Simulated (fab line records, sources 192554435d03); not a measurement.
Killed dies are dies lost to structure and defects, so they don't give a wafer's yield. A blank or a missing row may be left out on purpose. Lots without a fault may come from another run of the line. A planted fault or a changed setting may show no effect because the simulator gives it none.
Chamber matching | flow n5_finfet | N5_BEOL_M7_ILD_DEP_00 on pecvd-02: 3 sister chambers
The step deposits SiCOH lowk from DEMS/porogen, target thk 179.75 nm, time 33.4 s. 6 wafers are shown with their chamber, then 10 later ones without.

WAFERS WITH THEIR CHAMBER
wafer  | chamber | throttle_valve_pct (%) | heater_power_w (W)
L085.5 | 0       | 14.0                   | 342
L085.6 | 1       | 15.2                   | 266
L086.2 | 1       | 15.0                   | 233
L086.5 | 2       | 13.4                   | 295
L089.2 | 2       | 13.6                   | 275
L089.4 | 0       | 14.2                   | 295

WAFERS WITHOUT THEIR CHAMBER
wafer  | throttle_valve_pct (%) | heater_power_w (W)
L089.6 | 13.4                   | 288
L093.3 | 14.1                   | 347
L093.4 | 15.1                   | 267
L093.5 | 14.0                   | 341
L094.4 | 14.9                   | 256
L094.5 | 14.2                   | 311
L094.6 | 13.7                   | 274
L097.1 | 14.2                   | 316
L097.4 | 15.4                   | 276
L097.5 | 13.9                   | 315

WHICH CHAMBER EACH WENT THROUGH
wafer  | from the rows above     | in truth
L089.6 | 2                       | 2
L093.3 | 0                       | 0
L093.4 | 1                       | 1
L093.5 | 0                       | 0
L094.4 | 1                       | 1
L094.5 | 0                       | 0
L094.6 | can't be placed: 2 or 0 | 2
L097.1 | 0                       | 0
L097.4 | 1                       | 1
L097.5 | can't be placed: 0 or 2 | 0
Placed correctly: 8 of 10. Can't be placed from these rows: 2 (the true chamber is among the candidates in 2). Placed wrongly: 0.
How it was worked out, from the rows above alone: a wafer's distance from a chamber is the root of the sum, over the readings, of the square of ((its reading less the chamber's mean) divided by the reading's scatter). The wafer belongs to the nearest chamber; if the next one is less than 2 further off, it can't be placed. A chamber's mean is the mean of its shown wafers. The scatter: the root of (the sum of the squares of (reading less its chamber's mean) over the shown wafers, divided by (wafers less chambers)).
